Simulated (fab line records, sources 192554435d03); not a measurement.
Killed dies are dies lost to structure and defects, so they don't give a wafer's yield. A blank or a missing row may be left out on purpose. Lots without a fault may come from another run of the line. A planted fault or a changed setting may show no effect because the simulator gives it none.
A struck lot beside a sound one | flow n5_finfet | 15 steps out of a route of 1938
Sound: wafers L424.2, L424.3, L424.5. Struck: wafer L412.2. (L412.3, L412.6 of the same lot were not struck and are left out.) The cause comes at the end.
At each step with rows: each side's tool, then ch and its chambers, then its first start. Under that, the readings that differ: sound wafers | struck wafers | difference of the means | sigmas: that difference in standard deviations of wafers without a fault.
alike: readings whose means differ by less than 2 such deviations, and words and numbers that are the same on both sides. not compared: withheld readings, readings that some wafer has no value for, bounds like >300 that may hide the same value, and numbers for which the record gives no deviation and whose values overlap.
The two part at a step that has a row with sigmas, a row that says differs or no value, or rows on one side only. Numbers that don't overlap but have no deviation are shown without sigmas and don't part them. A reading that every wafer of one side lacks parts them only if that side has two wafers or more.

N5_GATE_CUT_INSPECT_15: inspects for defects (brightfield).
  sound on defect_inspect-01, day 9 10:38; struck on defect_inspect-02, day 6 08:41
  alike: raw_defect_count
N5_GATE_CUT_DESCUM_18: chemistry O2, time 7 s.
  sound on rie_diel-02 ch 1,3, day 9 10:40; struck on rie_diel-02 ch 3, day 6 08:43
  alike: drypump_motor_current_A, oes_product_au, rf_vpp_V, showerhead_plenum_p_Torr, throttle_valve_pct
  not compared: rf_hours_counter_h
then, 1 step without rows for these wafers: N5_GATE_CUT_ETCH_28 (etches underlayer in N2/H2, target depth 13 nm, time 10.4 s).
N5_GATE_CUT_ETCH_36: etches SiARC in CF4, target depth 13 nm, time 21.7 s.
  sound on rie_diel-02 ch 1,3, day 9 10:43; struck on rie_diel-02 ch 3, day 6 08:46
  alike: drypump_motor_current_A, etch_rf_on_time_s, oes_product_au, rf_vpp_V, showerhead_plenum_p_Torr, throttle_valve_pct
  not compared: rf_hours_counter_h
N5_GATE_CUT_ETCH_37: etches SOC in N2/H2, target depth 60 nm, overetch 12 nm, time 90 s.
  sound on rie_diel-02 ch 1,3, day 9 10:44; struck on rie_diel-02 ch 3, day 6 08:47
  alike: drypump_motor_current_A, n2_flow_sccm, oes_product_au, rf_vpp_V, showerhead_plenum_p_Torr, throttle_valve_pct
  not compared: rf_hours_counter_h
then, 2 steps without rows for these wafers: N5_GATE_CUT_STRIP_38 (strips in N2/H2); N5_GATE_CUT_STRIP_39 (strips in N2/H2).
N5_GATE_CUT_HM_OPEN_40: chemistry C4F6/O2, target SiO2, target depth 139 nm, time 85.1 s.
  sound on rie_diel-02 ch 1,3, day 9 10:50; struck on rie_diel-02 ch 3, day 6 08:53
  alike: drypump_motor_current_A, etch_rf_on_time_s, oes_product_au, rf_vpp_V, showerhead_plenum_p_Torr, throttle_valve_pct
  not compared: rf_hours_counter_h
then, 3 steps without rows for these wafers: N5_GATE_CUT_STRIP_41 (strips in CF4); N5_GATE_CUT_STRIP_42 (strips in O2); N5_GATE_CUT_ETCH_19 (etches SiNx in CH3F/O2, target depth 53.7 nm, time 76.7 s).
N5_GATE_CUT_CUT_ETCH_53: etches W in SF6/Cl2, target depth 79.2 nm.
  sound on rie_metal-01 ch 0,1, day 9 11:03; struck on rie_metal-03 ch 1, day 6 09:07
  alike: drypump_motor_current_A, etch_rf_on_time_s, oes_product_au, throttle_valve_pct
  not compared: rf_hours_counter_h
N5_GATE_CUT_CUT_ETCH_54: etches TiN in Cl2/BCl3, target depth 96.7 nm.
  sound on rie_metal-01 ch 0,1, day 9 11:07; struck on rie_metal-03 ch 1, day 6 09:10
  reading               | sound          | struck | difference | sigmas
  etch_rf_on_time_s (s) | 36.8 36.3 36.5 | 42.4   | +5.9       | +16
  alike: drypump_motor_current_A, oes_product_au, throttle_valve_pct
  not compared: rf_hours_counter_h
then, 1 step without rows for these wafers: N5_GATE_CUT_CUT_ETCH_55 (etches HfO2 in BCl3, target depth 3.2 nm).
-- the record jumps here: 4 days lie between the struck wafers' starts before and after (it left off in module GATE_CUT and takes up again in module BEOL_M4, whose first step shown is number 1111 of the route) --
N5_BEOL_M4_RC_MEAS_101:
  sound on prober-01 ch 0, day 13 16:20; struck on prober-01 ch 0, day 10 19:16
  alike: DIBL_N, DIBL_P, IOFF_N, IOFF_P, ION_N, ION_P, SS_N, SS_P, VT_N, VT_P

WHERE THEY PART
Only at N5_GATE_CUT_CUT_ETCH_54, within this record. Later steps at which nothing parts them and some readings are alike: N5_BEOL_M4_RC_MEAS_101.

WHY: what the simulator had put in
Process parameter drift: rie_metal-03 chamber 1, from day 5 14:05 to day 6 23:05, at N5_GATE_CUT_CUT_ETCH_54. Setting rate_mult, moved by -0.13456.
